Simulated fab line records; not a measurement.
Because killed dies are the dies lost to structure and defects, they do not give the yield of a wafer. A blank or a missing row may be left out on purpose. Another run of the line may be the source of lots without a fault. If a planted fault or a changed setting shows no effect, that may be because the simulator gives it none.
Matching of chambers	flow nandHarc	NHARC_P_M0_PRE_CLEAN_31 on pecvd-02 has 3 sister chambers
The step time 12 s. 3 wafers are shown with their chamber, then 11 later ones without.

WAFERS PAIRED WITH THEIR CHAMBERS
wafer	chamber	heaterPowerOuterW (W)
L086.2	0	332
L087.5	1	400
L089.1	2	289

WAFERS WHOSE CHAMBER IS MISSING
wafer	heaterPowerOuterW (W)
L089.4	387
L089.6	286
L091.4	415
L091.5	448
L091.6	325
L095.1	473
L095.2	326
L095.6	348
L097.2	299
L097.5	342
L097.6	304

WHICH CHAMBER EACH ONE RAN IN
wafer	from the rows above	in truth
L089.4	can't be placed: 1 or 0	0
L089.6	can't be placed: 2 or 0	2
L091.4	1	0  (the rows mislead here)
L091.5	1	1
L091.6	can't be placed: 0 or 2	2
L095.1	1	1
L095.2	can't be placed: 0 or 2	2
L095.6	can't be placed: 0 or 1 or 2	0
L097.2	can't be placed: 2 or 0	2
L097.5	can't be placed: 0 or 2 or 1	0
L097.6	can't be placed: 2 or 0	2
Placed correctly: 2 of 11. These rows do not allow placing 8 (true chamber among the candidates in 8). Wrongly placed: 1.
How it was worked out, from the rows above alone: a wafer's distance from a chamber is the root of the sum, over the readings, of the square of ((its reading less the chamber's mean) divided by the reading's scatter). If the next closest chamber is less than 2 further off than the closest, the wafer can't be placed; otherwise it belongs to the closest. The mean given for a chamber averages the wafers shown for that chamber. The scatter (one wafer shown for each chamber): square how far every hidden wafer sits from the nearest shown wafer, average those squares and take the square root.
